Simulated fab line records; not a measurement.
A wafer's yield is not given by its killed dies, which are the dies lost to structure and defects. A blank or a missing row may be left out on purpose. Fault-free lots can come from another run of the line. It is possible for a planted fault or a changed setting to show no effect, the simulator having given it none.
What tool caused it? | flow nand-harc | 20 lots, 60 wafers sampled, at 1 step of a route of 1159

== WHAT THE GAUGES SHOWED, per wafer ==
NHARC_A_SOURCE_PLATE_THK_MEAS_06: measures by ellipsometry. Usual: thk-nm 200.1 nm, standard deviation 2.2.
lot  | measured     | on            | thk-nm (nm)       | flag
L076 | day 8 01:03  | film-metro-01 | 202.0 200.4 199.5 |
L074 | day 8 01:03  | film-metro-02 | 198.3 200.4 197.1 |
L075 | day 8 01:05  | film-metro-01 | 198.7 201.5 202.2 |
L077 | day 8 05:26  | film-metro-02 | 202.3 203.6 203.7 |
L079 | day 8 14:58  | film-metro-01 | 199.2 197.1 198.9 |
L078 | day 8 14:58  | film-metro-02 | 200.7 199.5 199.0 |
L081 | day 8 22:26  | film-metro-01 | 201.5 202.3 199.6 |
L083 | day 9 19:35  | film-metro-02 | 195.9 198.4 196.3 |
L082 | day 9 19:37  | film-metro-02 | 199.3 198.2 202.8 |
L086 | day 10 20:17 | film-metro-02 | 198.8 198.4 198.3 |
L087 | day 10 20:17 | film-metro-01 | 202.0 201.2 201.2 |
L088 | day 11 00:19 | film-metro-01 | 197.9 197.8 199.9 |
L089 | day 11 09:49 | film-metro-02 | 200.0 199.2 197.1 |
L090 | day 11 09:49 | film-metro-01 | 198.1 196.6 199.0 |
L091 | day 12 05:40 | film-metro-02 | 199.4 201.9 197.6 |
L093 | day 12 05:40 | film-metro-02 | 204.0 206.0 202.2 |
L094 | day 12 05:41 | film-metro-01 | 199.1 200.4 200.2 |
L095 | day 12 15:41 | film-metro-02 | 202.9 202.2 200.6 |
L096 | day 13 00:03 | film-metro-01 | 199.7 198.8 195.5 |
L097 | day 13 17:56 | film-metro-02 | 201.0 200.0 201.4 |

== EACH LOT AND THE TOOL THAT RAN IT (in order: tool; ch and the chambers of the sampled wafers; start) ==
Record: no process step prior to these readings.

== WHAT THE TOOLS THEMSELVES READ (means of the sampled wafers that have a number; where no wafer has one, the mark that the record gives instead) ==
The record holds no such reading with a usual standard deviation.

== THE ANSWER, worked out from the rows above alone ==
Rule: a lot is off if the mean of its wafers that have a number lies more than 3 standard deviations from the usual mean. A lot without any number at a reading at which 4 lots or more have one is off too. The other lots that the step has rows for count as sound. The gauges are gone through in route order, then the tools' own readings, and for those a lot's mean is taken as printed above. At the first step where some lot is off, the reading lying furthest off is the one used; lots without a number count as furthest.
None of the lots is off at any reading shown; this tells nothing.

== WHAT THE SIMULATOR HAD PUT IN ==
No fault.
